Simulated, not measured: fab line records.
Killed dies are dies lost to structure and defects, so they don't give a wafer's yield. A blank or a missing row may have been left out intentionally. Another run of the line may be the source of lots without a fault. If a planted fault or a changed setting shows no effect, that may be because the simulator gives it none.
2 desks, one fault | flow n5 finfet | numbers are kept per desk, each desk with only its own; the story behind them comes last

== THE METROLOGY DESK ==
Means of the sampled wafers that have a number, per lot and without regard to the tool the lot ran on: this is what the gauges read. A lot is out of limits, marked OUT, if its mean lies more than 4 standard deviations from the usual mean; the brackets give that distance. Of its 10 readings 7 are shown: those that lie furthest out on some lot.
Columns: A = DIBL_N at N5_BEOL_M4_RC_MEAS_101, usual 36.3 mV/V; B = DIBL_P at N5_BEOL_M4_RC_MEAS_101, usual 36.2 mV/V; C = ION_P at N5_BEOL_M4_RC_MEAS_101, usual 461 uA/um; D = SS_N at N5_BEOL_M4_RC_MEAS_101, usual 71.5 mV/dec; E = SS_P at N5_BEOL_M4_RC_MEAS_101, usual 73.2 mV/dec; F = VT_N at N5_BEOL_M4_RC_MEAS_101, usual 249.9 mV; G = VT_P at N5_BEOL_M4_RC_MEAS_101, usual -250.6 mV
lot  | first seen here | A    | B    | C   | D    | E    | F     | G
L873 | day 8 05:14     | 36.5 | 36.0 | 460 | 71.1 | 73.4 | 251.1 | -252.3
L884 | day 10 21:26    | 37.0 | 37.3 | 460 | 72.6 | 73.3 | 252.0 | -251.4
L885 | day 11 07:11    | 35.7 | 35.3 | 452 | 71.3 | 73.5 | 251.5 | -251.3
L889 | day 12 04:20    | 36.1 | 37.1 | 460 | 71.5 | 73.0 | 249.1 | -250.9
Result from this desk: across the 4 lots, nothing is out of limits.

== THE TOOL OWNER'S DESK: litho track-03 ==
The tool's own readings at N5_FIN_CUT_COAT_18 (time 60 s, resist thk 230 nm): means of the sampled wafers that have a number, for each lot that ran on this tool. A lot is out of limits, marked OUT, if its mean lies more than 4 standard deviations from the usual mean; the brackets give that distance.
Columns: A = spin speed rpm at N5_FIN_CUT_COAT_18, usual 1500.2 rpm
lot  | first seen here | A
L873 | day 2 08:17     | 1501.0
L884 | day 5 05:26     | 1818.8 (+99 or more) OUT
L885 | day 5 10:10     | 1820.5 (+99 or more) OUT
This desk finds L884, L885 out of limits, L884 being first, at day 5 05:26 (spin speed rpm at N5_FIN_CUT_COAT_18). L873: within limits.

== ALL TOGETHER ==
At day 5 05:26, on L884, L885, the tool owner's desk was in a position to raise an alarm.
From the metrology desk's view, nothing was out of limits.
The metrology desk holds a record of L884, L885, inside its limits.
On litho track-03, each named lot ran N5_FIN_CUT_COAT_18.

== WHAT THE SIMULATOR HAD PUT IN ==
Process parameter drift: litho track-03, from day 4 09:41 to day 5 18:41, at N5_FIN_CUT_COAT_18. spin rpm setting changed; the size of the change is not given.
Lots struck among those shown: L884, L885.
Delay in hours, fault start to first out-of-limits reading, by desk: the tool owner's desk at 20.
